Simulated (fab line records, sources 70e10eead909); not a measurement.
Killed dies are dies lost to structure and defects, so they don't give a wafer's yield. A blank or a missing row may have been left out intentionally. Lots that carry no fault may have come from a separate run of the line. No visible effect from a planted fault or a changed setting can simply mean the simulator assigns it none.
A lot that was struck, set against a sound lot | flow nand_harc | 14 steps out of a route of 1159
Sound: the wafers L774.4, L774.5, L774.6. Struck: wafers L786.4, L786.5. (L786.6 of the same lot was not struck and is left out.) The cause comes at the end.
At each step with rows: each side's tool, then ch and its chambers, then its first start. Under that, the readings that differ: sound wafers | struck wafers | difference of the means | sigmas: that difference in standard deviations of wafers without a fault.
alike: same words and numbers on both sides, and readings whose means sit less than 2 such deviations apart. not compared: any withheld reading, any reading some wafer has no value for, any bound like >300 that may hide the same value, and any number with overlapping values for which the record gives no deviation.
A row with sigmas, a row that says differs or no value, or rows on one side alone: a step with any of these is where the two part. Non-overlapping numbers with no deviation appear without sigmas and do not part them. A reading missing from all wafers of one side parts the sides only when that side holds two or more wafers.

first, 8 steps without rows for these wafers: NHARC_P_M1_HMDS_02 (time 30 s); NHARC_P_M1_COAT_34 (time 65 s); NHARC_P_M1_COAT_03 (resist thk 90 nm); NHARC_P_M1_SOFTBAKE_04 (time 55 s); NHARC_P_M1_EBR_05; NHARC_P_M1_EXPOSE_06 (exposes mask P M1, target cd 130 nm); NHARC_P_M1_PEB_07 (peb time 65 s); NHARC_P_M1_DEVELOP_08 (develop time 35 s).
NHARC_P_M1_CD_MEAS_09 targets a cd of 130 nm.
  sound on cd_sem-02 ch 0, day 5 21:27; struck on cd_sem-03 ch 0, day 9 15:20
  alike: cd_nm
NHARC_P_M1_OVL_MEAS_10: pitch 260 nm.
  struck on overlay-01, day 9 15:25; sound on overlay-02, day 5 21:32
  alike: overlay_x_nm, overlay_y_nm
NHARC_P_M1_INSPECT_11:
  struck on defect_inspect-01, day 9 15:27; sound on defect_inspect-01, day 5 21:34
  alike: raw_defect_count
NHARC_P_M1_DESCUM_14: chemistry O2, time 3 s.
  sound on rie_diel-13 ch 0,1,2, day 5 21:39; struck on rie_diel-13 ch 0,3, day 9 15:31
  alike: drypump_motor_current_A, oes_product_au, rf_vpp_V, showerhead_plenum_p_Torr, throttle_valve_pct
  not compared: rf_hours_counter_h
NHARC_P_M1_ETCH_35: etches the open film in N2/H2, target depth 40 nm, overetch 12 nm, time 43.94 s.
  sound on rie_diel-13 ch 1,2, day 5 21:43; struck on rie_diel-13 ch 0, day 9 15:36
  reading               | sound             | struck      | difference | sigmas
  oes_product_au (a.u.) | 0.988 1.026 0.980 | 0.814 0.807 | -0.188     | -13
  alike: drypump_motor_current_A, rf_vpp_V, showerhead_plenum_p_Torr, throttle_valve_pct
  not compared: rf_hours_counter_h
NHARC_P_M1_ETCH_15: etches the open film in C4F8/Ar, target depth 182.5 nm, time 91.2 s.
  sound: rie_diel-13 ch 1,2; struck: rie_diel-13 ch 2,3
  alike: oes_product_au, rf_vpp_V
  not compared: rf_hours_counter_h

## WHERE THEY PART
Within this record, at NHARC_P_M1_ETCH_35 only. Later steps at which nothing parts them and some readings are alike: NHARC_P_M1_ETCH_15.

WHY: what had been put in by the simulator
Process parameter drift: rie_diel-13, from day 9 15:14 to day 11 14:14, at NHARC_P_M1_ETCH_35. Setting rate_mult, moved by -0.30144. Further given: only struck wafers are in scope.
